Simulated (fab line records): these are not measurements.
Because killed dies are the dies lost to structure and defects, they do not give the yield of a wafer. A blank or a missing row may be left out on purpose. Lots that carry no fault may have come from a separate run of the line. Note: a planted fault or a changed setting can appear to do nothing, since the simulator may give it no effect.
A struck lot beside a sound one	flow nand-harc	15 steps out of a route of 1159
Sound: these wafers, L887.3, L887.5, L887.6. The struck wafers were L883.1, L883.3, L883.4. At the end, the cause is stated.
Order at every step that has rows: each side's tool, ch and its chambers, its first start. Under that, the readings that differ: sound wafers	struck wafers	difference of the means	sigmas: that difference in standard deviations of wafers without a fault.
alike: words and numbers the same on both sides, and readings whose means are apart by under 2 such deviations; not compared: readings that were withheld, readings missing a value for some wafer, numbers with overlapping values and no deviation given by the record, and bounds like >300 which may hide the same value.
Wherever a step has rows on one side only, a row that says differs or no value, or a row with sigmas, the two part there. When numbers do not overlap yet have no deviation, they are printed without sigmas and do not part them. A reading missing from all wafers of one side parts the sides only when that side holds two or more wafers.

first, 5 steps without rows for these wafers: NHARC_P_BONDPAD_SOFTBAKE_04 (time 70 s); NHARC_P_BONDPAD_EBR_05; NHARC_P_BONDPAD_EXPOSE_06 (exposes mask P BPAD); NHARC_P_BONDPAD_PEB_07 (peb time 80 s); NHARC_P_BONDPAD_DEVELOP_08 (time 50 s).
NHARC_P_BONDPAD_CD_MEAS_09: the cd target is 500 nm.
  sound on cd-sem-02 ch 0, day 10 13:19; struck on cd-sem-01 ch 0, day 10 05:37
  alike: cd-nm
NHARC_P_BONDPAD_OVL_MEAS_38:
  sound: overlay-02 at day 10 13:25; struck: overlay-02 at day 10 05:42
  alike: overlay-x-nm, overlay-y-nm
then, 1 step without rows for these wafers: NHARC_P_BONDPAD_HARDBAKE_10 (time 65 s).
NHARC_P_BONDPAD_DESCUM_11: chemistry O2, time 3 s.
  sound on rie-diel-10 ch 1,2, day 10 13:33; struck on rie-diel-10 ch 1,2,3, day 10 05:49
  alike: drypump-motor-current-A, oes-product-au, rf-vpp-V, showerhead-plenum-p-Torr, throttle-valve-pct
  not compared: rf-hours-counter-h
NHARC_P_BONDPAD_ETCH_37: etches the open film in N2/H2, target depth 60 nm, overetch 18 nm, time 65.91 s.
  sound on rie-diel-10 ch 1,2, day 10 13:38; struck on rie-diel-10 ch 0,1,3, day 10 05:55
  alike: drypump-motor-current-A, oes-product-au, rf-vpp-V, showerhead-plenum-p-Torr, throttle-valve-pct
  not compared: rf-hours-counter-h
NHARC_P_BONDPAD_ETCH_12: etches the open film in CHF3/O2, target depth 200 nm, time 100 s.
  sound: rie-diel-10 ch 1,2,3; struck: rie-diel-10 ch 0,1,2
  alike: chf3-flow-sccm, drypump-motor-current-A, oes-product-au, rf-vpp-V, showerhead-plenum-p-Torr, throttle-valve-pct
  not compared: rf-hours-counter-h
NHARC_P_BONDPAD_CD_MEAS_13:
  sound: cd-sem-03 at day 10 13:54; struck: cd-sem-02 at day 10 06:08
  alike: cd-nm
NHARC_P_BONDPAD_STRIP_15: strips in O2.
  sound on rie-diel-10 ch 1,3, day 10 13:58; struck on rie-diel-06 ch 0,2,3, day 10 06:14
  no value came back on the struck wafers for any of 7 readings (bias-w (W), chamber-pressure-mTorr (mTorr) and others); on the sound wafers bias-w (W) reads 0 0 0
  not compared: rf-hours-counter-h
NHARC_P_BONDPAD_ETCH_24: etches the open film in CF4/N2, target depth 30 nm, time 72.99 s.
  sound on rie-diel-10 ch 1,2, day 10 14:10; struck on rie-diel-06 ch 0,2,3, day 10 06:24
  alike: drypump-motor-current-A, oes-product-au, rf-vpp-V, showerhead-plenum-p-Torr, throttle-valve-pct
  not compared: rf-hours-counter-h
-- jump in the record: it breaks off in module P_BONDPAD and resumes in module END (first step shown: number 1159 of the route), and 13 days separate the struck wafers' starts before and after --
NHARC_END_SORT_01:
  sound on prober-02 ch 0, day 23 13:36; struck on prober-02 ch 0, day 22 20:14
reading	sound	struck	difference	sigmas
hold	- - -	await-dispo/1.5h/scrap await-dispo/1.5h/scrap await-dispo/1.5h/scrap	no value on the sound wafers	
defect-limited-yield (%)	93.6 94.7 95.7	0 0 0	-95	-59
killed-at-other	6 2 1	0 0 0	-3	-2
killed-at-periphery	10 9 8	652 652 641	+639	+99 or more
killed-dies	43 36 29	677 677 677	+641	+58
sort_bin_2_pct (%)	1.5 1.6 0.9	98.1 97.6 96.0	+95.9	+99 or more
sort-n-pass	634 641 648	0 0 0	-641	-58
sort-rim-yield-pct (%)	91.5 96.2 94.3	0 0 0	-94	-32
sort-yield-pct (%)	93.6 94.7 95.7	0 0 0	-95	-59
  alike: killed-at-array, killed-open, killed-short, sort_bin_3_pct, sort_bin_4_pct

== WHERE THEY PART ==
First at NHARC_P_BONDPAD_STRIP_15; last, within this record, at NHARC_END_SORT_01.

WHY: what the simulator had put in
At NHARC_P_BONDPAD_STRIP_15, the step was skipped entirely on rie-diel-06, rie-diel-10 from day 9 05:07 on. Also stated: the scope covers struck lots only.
